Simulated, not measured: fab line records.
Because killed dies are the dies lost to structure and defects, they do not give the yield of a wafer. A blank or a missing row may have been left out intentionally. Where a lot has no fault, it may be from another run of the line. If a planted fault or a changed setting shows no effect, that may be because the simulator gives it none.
Comparing a struck lot with a sound one || flow n5-finfet || 15 steps out of a route of 1938
Sound: the wafers L248.1, L248.2, L248.6. Struck: wafer L258.5 (left out: L258.2, a lot-mate that was not struck); the cause follows at the end.
At each step with rows: each side's tool, then ch and its chambers, then its first start. Under that, the readings that differ: sound wafers || struck wafers || difference of the means || sigmas: that difference in standard deviations of wafers without a fault.
alike: same words and numbers on both sides, and readings whose means sit less than 2 such deviations apart. not compared: any withheld reading, any reading some wafer has no value for, any bound like >300 that may hide the same value, and any number with overlapping values for which the record gives no deviation.
The two part at a step that has a row with sigmas, a row that says differs or no value, or rows on one side only. When numbers do not overlap yet have no deviation, they are printed without sigmas and do not part them. A reading that every wafer of one side lacks parts them only if that side has two wafers or more.

N5_BEOL_M1_DESCUM_33: chemistry O2, time 7 s.
  sound on rie-diel-06 ch 1,2, day 8 12:37; struck on rie-diel-06 ch 1, day 10 23:46
  alike: chamber-pressure-mTorr, drypump-motor-current-A, oes-product-au, rf-vpp-V, showerhead-plenum-p-Torr, throttle-valve-pct
  not compared: rf-hours-counter-h
N5_BEOL_M1_ETCH_77: etches underlayer in N2/H2, target depth 6.5 nm, time 5.2 s.
  sound on rie-diel-06 ch 1,2, day 8 12:39; struck on rie-diel-06 ch 1, day 10 23:48
  alike: chamber-pressure-mTorr, drypump-motor-current-A, etch-rf-on-time-s, oes-product-au, rf-vpp-V, showerhead-plenum-p-Torr, throttle-valve-pct
  not compared: rf-hours-counter-h
then, 1 step without rows for these wafers: N5_BEOL_M1_ETCH_69 (etches SiARC in CF4, target depth 15.6 nm, time 26 s).
N5_BEOL_M1_ALD_98: deposits SiO2, target thk 2.5 nm, pulse time 1 s, co reactant pulse time 1 s.
  sound on ald-sin-03 ch 1,3, day 8 13:20; struck on ald-sin-03 ch 3, day 10 23:54
  alike: heater-power-w, precursor-pulse-height-rel
N5_BEOL_M1_ETCHBACK_99: etches SiO2 in CHF3, target depth 5 nm, time 10.4 s.
  sound on rie-diel-03 ch 0,1,3, day 8 16:30; struck on rie-diel-06 ch 0, day 11 01:11
{"reading": "mfc-ar-sccm (sccm)", "sound": "199.2 198.8 200.2", "struck": 201.1, "difference": "+1.7", "sigmas": "+3"}
  alike: chamber-pressure-mTorr, drypump-motor-current-A, oes_f_703_au, oes-product-au, rf-vpp-V, showerhead-plenum-p-Torr, throttle-valve-pct
  not compared: rf-hours-counter-h
then, 7 steps without rows for these wafers: N5_BEOL_M1_ETCH_70 (etches SOC in N2/H2, target depth 80 nm, overetch 16 nm, time 120 s); N5_BEOL_M1_STRIP_71 (strips in N2/H2); N5_BEOL_M1_STRIP_78 (strips in N2/H2); N5_BEOL_M1_VIA_ETCH_34 (etches the open film in C4F6/O2, target depth 67.8 nm, time 64.4 s); N5_BEOL_M1_STRIP_83 (strips in C4F6/O2); N5_BEOL_M1_STRIP_36 (strips in N2/H2); N5_BEOL_M1_TRENCH_ETCH_37 (etches SiOC in C4F6/O2, target depth 55.207 nm, time 29 s).
N5_BEOL_M1_ETCH_41: etches SiCN in CH3F/O2, target depth 31.9 nm, time 57.8 s.
  sound on rie-diel-03 ch 0,1,3, day 8 16:46; struck on rie-diel-06 ch 0, day 11 01:26
{"reading": "oes-product-au (a.u.)", "sound": "0.75 0.72 0.71", "struck": 0.94, "difference": "+0.21", "sigmas": "+3"}
{"reading": "model.etch.depth-nm (nm)", "sound": "21.95 22.05 22.26", "struck": 32.44, "difference": "+10.35", "sigmas": ""}
  alike: chamber-pressure-mTorr, drypump-motor-current-A, mfc-ar-sccm, rf-vpp-V, showerhead-plenum-p-Torr, throttle-valve-pct
  not compared: rf-hours-counter-h
N5_BEOL_M1_STRIP_97: strips in N2/H2, time 10 s.
  sound: rie-diel-03 ch 0,1,3; struck: rie-diel-06 ch 0
{"reading": "chamber-pressure-mTorr (mTorr)", "sound": "20.003 19.978 20.023", "struck": 19.954, "difference": -0.047, "sigmas": -2}
  alike: drypump-motor-current-A, oes-product-au, rf-vpp-V, showerhead-plenum-p-Torr, throttle-valve-pct
  not compared: rf-hours-counter-h
N5_BEOL_M4_RC_MEAS_101:
  sound on prober-02 ch 0, day 10 02:29; struck on prober-01 ch 0, day 12 15:49
  alike: DIBL_N, DIBL_P, IOFF_N, IOFF_P, ION_N, ION_P, SS_N, SS_P, VT_N, VT_P

WHERE THEY PART
At N5_BEOL_M1_ETCHBACK_99 first; at N5_BEOL_M1_STRIP_97 last (within this record only). Later steps at which nothing parts them and some readings are alike: N5_BEOL_M4_RC_MEAS_101.

WHY: what the simulator had put in
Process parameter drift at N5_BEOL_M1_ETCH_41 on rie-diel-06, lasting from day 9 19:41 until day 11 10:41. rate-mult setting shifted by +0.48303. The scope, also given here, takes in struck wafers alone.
